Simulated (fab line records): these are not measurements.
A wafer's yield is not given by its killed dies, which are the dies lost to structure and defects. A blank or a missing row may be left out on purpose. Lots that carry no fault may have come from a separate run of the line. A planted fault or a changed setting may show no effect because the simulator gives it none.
Split-lot trial / flow n5 finfet / 21 wafers read from 7 lots, route of 1938 steps

== ABOUT THE SPLIT ==
At N5_BEOL_M2_ALD_98 (deposits SiO2, target thk 2.5 nm, pulse time 1 s, co reactant pulse time 1 s), the setting ald cycles was moved away from the recipe's 17 on 8 of the 21 wafers read, by -11.8% to +17.6%. This setting was run at the recipe's value on the other wafers.

The reading comes from the split's own step.

== THE READING ==
SiO2_of_BEOL_M2_ALD_98.thk nm (the simulator's own value, which no gauge read), in nm, at N5_BEOL_M2_ALD_98 (deposits SiO2, target thk 2.5 nm, pulse time 1 s, co reactant pulse time 1 s). The file gives no usual value for it. Here, 13 wafers ran the recipe; their average is 2.5 nm with a standard deviation of 0.092 nm.

wafer=L074.2; tool, chamber at the split=ald sin-03, 3,2,2; ald cycles as run=17; against the recipe=recipe; SiO2_of_BEOL_M2_ALD_98.thk nm, nm=2.6; against lot-mates on the recipe=-
wafer=L074.3; tool, chamber at the split=ald sin-03, 3,2,2; ald cycles as run=17; against the recipe=recipe; SiO2_of_BEOL_M2_ALD_98.thk nm, nm=2.6; against lot-mates on the recipe=-
wafer=L074.6; tool, chamber at the split=ald sin-03, 3,2,2; ald cycles as run=17; against the recipe=recipe; SiO2_of_BEOL_M2_ALD_98.thk nm, nm=2.6; against lot-mates on the recipe=-
wafer=L076.1; tool, chamber at the split=ald sin-04, 1; ald cycles as run=19; against the recipe=+11.8%; SiO2_of_BEOL_M2_ALD_98.thk nm, nm=2.8; against lot-mates on the recipe=+0.3
wafer=L076.4; tool, chamber at the split=ald sin-04, 3; ald cycles as run=17; against the recipe=recipe; SiO2_of_BEOL_M2_ALD_98.thk nm, nm=2.6; against lot-mates on the recipe=-
wafer=L076.6; tool, chamber at the split=ald sin-04, 3; ald cycles as run=17; against the recipe=recipe; SiO2_of_BEOL_M2_ALD_98.thk nm, nm=2.4; against lot-mates on the recipe=-
wafer=L077.1; tool, chamber at the split=ald sin-03, 1,3; ald cycles as run=16; against the recipe=-5.9%; SiO2_of_BEOL_M2_ALD_98.thk nm, nm=2.4; against lot-mates on the recipe=+0.0
wafer=L077.5; tool, chamber at the split=ald sin-03, 1,3; ald cycles as run=16; against the recipe=-5.9%; SiO2_of_BEOL_M2_ALD_98.thk nm, nm=2.4; against lot-mates on the recipe=+0.0
wafer=L077.4; tool, chamber at the split=ald sin-03, 3; ald cycles as run=17; against the recipe=recipe; SiO2_of_BEOL_M2_ALD_98.thk nm, nm=2.4; against lot-mates on the recipe=-
wafer=L081.1; tool, chamber at the split=ald sin-01, 2,1; ald cycles as run=16; against the recipe=-5.9%; SiO2_of_BEOL_M2_ALD_98.thk nm, nm=2.4; against lot-mates on the recipe=-0.2
wafer=L081.3; tool, chamber at the split=ald sin-01, 2,1; ald cycles as run=16; against the recipe=-5.9%; SiO2_of_BEOL_M2_ALD_98.thk nm, nm=2.4; against lot-mates on the recipe=-0.2
wafer=L081.5; tool, chamber at the split=ald sin-01, 3; ald cycles as run=17; against the recipe=recipe; SiO2_of_BEOL_M2_ALD_98.thk nm, nm=2.6; against lot-mates on the recipe=-
wafer=L082.2; tool, chamber at the split=ald sin-01, 0; ald cycles as run=17; against the recipe=recipe; SiO2_of_BEOL_M2_ALD_98.thk nm, nm=2.4; against lot-mates on the recipe=-
wafer=L082.4; tool, chamber at the split=ald sin-01, 3; ald cycles as run=15; against the recipe=-11.8%; SiO2_of_BEOL_M2_ALD_98.thk nm, nm=2.2; against lot-mates on the recipe=-0.3
wafer=L082.5; tool, chamber at the split=ald sin-01, 1; ald cycles as run=17; against the recipe=recipe; SiO2_of_BEOL_M2_ALD_98.thk nm, nm=2.6; against lot-mates on the recipe=-
wafer=L089.1; tool, chamber at the split=ald sin-01, 3,2; ald cycles as run=20; against the recipe=+17.6%; SiO2_of_BEOL_M2_ALD_98.thk nm, nm=3; against lot-mates on the recipe=+0.6
wafer=L089.3; tool, chamber at the split=ald sin-01, 3,2; ald cycles as run=20; against the recipe=+17.6%; SiO2_of_BEOL_M2_ALD_98.thk nm, nm=3; against lot-mates on the recipe=+0.6
wafer=L089.2; tool, chamber at the split=ald sin-01, 0; ald cycles as run=17; against the recipe=recipe; SiO2_of_BEOL_M2_ALD_98.thk nm, nm=2.4; against lot-mates on the recipe=-
wafer=L090.2; tool, chamber at the split=ald sin-03, 2,3,1; ald cycles as run=17; against the recipe=recipe; SiO2_of_BEOL_M2_ALD_98.thk nm, nm=2.6; against lot-mates on the recipe=-
wafer=L090.3; tool, chamber at the split=ald sin-03, 2,3,1; ald cycles as run=17; against the recipe=recipe; SiO2_of_BEOL_M2_ALD_98.thk nm, nm=2.6; against lot-mates on the recipe=-
wafer=L090.5; tool, chamber at the split=ald sin-03, 2,3,1; ald cycles as run=17; against the recipe=recipe; SiO2_of_BEOL_M2_ALD_98.thk nm, nm=2.6; against lot-mates on the recipe=-
When a row names more than one chamber, that row covers several wafers, and the file does not tell which wafer ran in which chamber.

THE FIT
A straight line over all 21 wafers: SiO2_of_BEOL_M2_ALD_98.thk nm changes by +0.0256 nm for each +1% of ald cycles; r = +0.92; the points scatter about the line by 0.078 nm.
The same after taking each lot's own level away (the mean of its wafers on the recipe; 21 wafers): +0.0292 nm for each +1%; r = +0.94; scatter 0.076 nm.
Per that fit: largest ald cycles move, reading shift of 0.52 nm.
From 2.40 to 2.60 nm: that is the span of the lots' own levels, equal to 2.2 times the standard deviation above.
In other words, the slope is changed by the lot-to-lot level; the two fits disagree.
Check: with one of the wafers moved furthest among these (+17.6%) left out of the fit, the line predicts +0.506 nm for it against its lot-mates. Against them it came out at +0.6 nm.

== THE OTHER SPLITS THESE WAFERS WENT THROUGH ==
Other splits were also applied to these wafers ahead of the reading. Each is held against what the fit with the lots' levels taken away leaves over:
other split on the same wafers=N5_BEOL_M0_SAQP_EXPOSE_37 dose mj; wafers away from the commonest value=4; r with SiO2_of_BEOL_M2_ALD_98.thk nm (lot level and that fit taken away)=-0.09
other split on the same wafers=N5_BEOL_M1_HM_DEP_02 target thk a; wafers away from the commonest value=5; r with SiO2_of_BEOL_M2_ALD_98.thk nm (lot level and that fit taken away)=-0.42

== FILE'S OWN FIT ==
SiO2_of_BEOL_M2_ALD_98.thk nm changes by +0.0286 nm for each +1% of ald cycles, r = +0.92.
